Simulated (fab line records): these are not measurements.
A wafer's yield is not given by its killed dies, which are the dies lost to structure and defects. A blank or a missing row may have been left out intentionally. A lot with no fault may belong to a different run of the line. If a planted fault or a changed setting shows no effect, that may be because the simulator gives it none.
A struck lot beside a sound one :: flow nandHarc :: 21 steps out of a route of 1159
Sound: these wafers, L863.1, L863.2, L863.4. Wafers struck: L866.1, L866.5, L866.6. The cause is named last.
Each step with rows lists, per side, the tool, then ch with its chambers, then its first start. Under that, the readings that differ: sound wafers :: struck wafers :: difference of the means :: sigmas: that difference in standard deviations of wafers without a fault.
alike: readings whose means differ by less than 2 such deviations, and words and numbers that are the same on both sides. not compared: withheld readings, readings that some wafer has no value for, bounds like >300 that may hide the same value, and numbers for which the record gives no deviation and whose values overlap.
A row with sigmas, a row that says differs or no value, or rows on one side alone: a step with any of these is where the two part. When numbers do not overlap yet have no deviation, they are printed without sigmas and do not part them. A reading missing from all wafers of one side parts the sides only when that side holds two or more wafers.

first, 2 steps without rows for these wafers: NHARC_P_GATE_PEB_89 (peb time 85 s); NHARC_P_GATE_DEVELOP_90 (time 70 s).
NHARC_P_GATE_CD_MEAS_91: the cd target is 2000 nm.
  sound on cdSem-01 ch 0, day 5 22:34; struck on cdSem-03 ch 0, day 6 10:40
  alike: cdNm
then, 1 step without rows for these wafers: NHARC_P_GATE_HARDBAKE_92 (time 80 s).
NHARC_P_GATE_DESCUM_93: chemistry O2, time 3 s.
  sound on rieDiel-08 ch 1,2,3, day 5 22:44; struck on rieDiel-05 ch 1,3, day 6 10:58
reading: showerheadPlenumPTorr (Torr)
sound: 1.81 1.86 1.77
struck: 2.03 2.03 2.04
difference: +0.22
sigmas: +3
  alike: drypumpMotorCurrentA, oesProductAu, rfVppV, throttleValvePct
  not compared: rfHoursCounterH
then, 6 steps without rows for these wafers: NHARC_P_GATE_IMPLANT_94; NHARC_P_GATE_STRIP_113 (strips in N2/H2, time 740 s); NHARC_P_GATE_STRIP_95 (strips in O2); NHARC_P_GATE_STRIP_96 (strips in SPM, time 900 s); NHARC_P_GATE_RTA_64 (time 1 s); NHARC_P_GATE_ETCH_77 (etches SiO2 in dHF, target depth 6 nm).
NHARC_P_GATE_DEGAS_109: time 60 s.
  sound: pvdSputter-01 at day 6 00:40; struck: pvdSputter-02 at day 6 12:56
  alike: heaterPowerW
NHARC_P_GATE_PRE_CLEAN_110: time 30 s.
  sound: pvdSputter-01 at day 6 00:43; struck: pvdSputter-02 at day 6 12:59
then, 2 steps without rows for these wafers: NHARC_P_GATE_SPUTTER_78 (material Ni, target thk 10 nm); NHARC_P_GATE_SPUTTER_79 (material TiN, target thk 10 nm).
NHARC_P_GATE_RTA_80: time 30 s.
  sound on rtpAnneal-01 ch 0, day 6 00:58; struck on rtpAnneal-02 ch 0, day 6 13:14
  alike: wafer_temp_C_max
then, 1 step without rows for these wafers: NHARC_P_GATE_STRIP_67 (strips in SPM, time 600 s).
NHARC_P_GATE_RTA_82: time 30 s.
  sound on rtpAnneal-01 ch 0, day 6 01:26; struck on rtpAnneal-02 ch 0, day 6 13:41
reading: lampPowerPct (%)
sound: 4.6 4.6 4.6
struck: 3.8 3.8 3.8
difference: -0.8
sigmas: -2

reading: lamp_zone_1_pct (%)
sound: 4.6 4.6 4.6
struck: 3.8 3.8 3.8
difference: -0.8
sigmas: -2

reading: lamp_zone_3_pct (%)
sound: 4.6 4.6 4.6
struck: 3.8 3.8 3.8
difference: -0.8
sigmas: -2

reading: lamp_zone_4_pct (%)
sound: 4.6 4.6 4.6
struck: 3.8 3.8 3.8
difference: -0.8
sigmas: -2
  alike: wafer_temp_C_max
NHARC_P_GATE_INSPECT_68:
  sound: defectInspect-02 at day 6 01:37; struck: defectInspect-02 at day 6 13:55
reading: rawDefectCount
sound: 290 115 180
struck: 803 760 742
difference: +573
sigmas: +9
NHARC_P_CONTACT_DEP_30: deposits SiNx, target thk 30 nm.
  sound on pecvd-04 ch 0,2, day 6 01:59; struck on pecvd-04 ch 0,2, day 6 14:04
  alike: heaterPowerW
-- record jumps: 14 days between struck wafers' starts before vs after; left off in module P_CONTACT, resumes in module END, first step shown is number 1159 of the route --
NHARC_END_SORT_01:
  only the struck wafers appear in the record here, on prober-02 ch 0 at day 20 10:07; the sound ones have no rows

== WHERE THEY PART ==
At NHARC_P_GATE_DESCUM_93 first; at NHARC_END_SORT_01 last (within this record only).

WHY: whatever the simulator had introduced
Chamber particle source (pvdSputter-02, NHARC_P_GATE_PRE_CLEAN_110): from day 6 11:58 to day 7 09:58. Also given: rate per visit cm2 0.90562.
